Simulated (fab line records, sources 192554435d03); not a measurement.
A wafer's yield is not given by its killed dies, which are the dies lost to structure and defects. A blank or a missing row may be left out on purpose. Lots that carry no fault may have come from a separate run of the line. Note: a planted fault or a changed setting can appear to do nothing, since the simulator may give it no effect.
Chamber matching + flow n5 finfet + N5_BEOL_M0_SAQP_ETCH_102 on rie si-03: 4 sister chambers
The step etches SiO2 in CF4, target depth 4 nm, time 4.4 s. 4 wafers are shown with their chamber, then 7 later ones without.

== WAFERS PAIRED WITH THEIR CHAMBERS ==
| wafer  | chamber | drypump motor current A (A) |
|--------|---------|-----------------------------|
| L084.4 | 3       | 5.3                         |
| L084.6 | 1       | 6.0                         |
| L093.2 | 0       | 5.9                         |
| L093.4 | 2       | 6.0                         |

== WAFERS WITHOUT THEIR CHAMBER ==
| wafer  | drypump motor current A (A) |
|--------|-----------------------------|
| L093.5 | 5.3                         |
| L095.2 | 6.1                         |
| L095.3 | 5.9                         |
| L095.5 | 5.9                         |
| L096.2 | 6.0                         |
| L096.4 | 5.9                         |
| L096.5 | 5.3                         |

== EACH ONE'S CHAMBER ==
| wafer  | from the rows above     | in truth |
|--------|-------------------------|----------|
| L093.5 | 3                       | 3        |
| L095.2 | can't be placed: 1 or 2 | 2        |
| L095.3 | 0                       | 0        |
| L095.5 | 0                       | 0        |
| L096.2 | can't be placed: 1 or 2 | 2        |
| L096.4 | 0                       | 0        |
| L096.5 | 3                       | 3        |
Correct placement for 5 of the 7. These rows do not allow placing 2 (true chamber among the candidates in 2). 0 placed wrongly.
How it was worked out, from the rows above alone: a wafer's distance from a chamber is the root of the sum, over the readings, of the square of ((its reading less the chamber's mean) divided by the reading's scatter). If the next closest chamber is less than 2 further off than the closest, the wafer can't be placed; otherwise it belongs to the closest. A chamber's mean is the mean of its shown wafers. The scatter (one wafer shown for each chamber): square how far every hidden wafer sits from the nearest shown wafer, average those squares and take the square root.
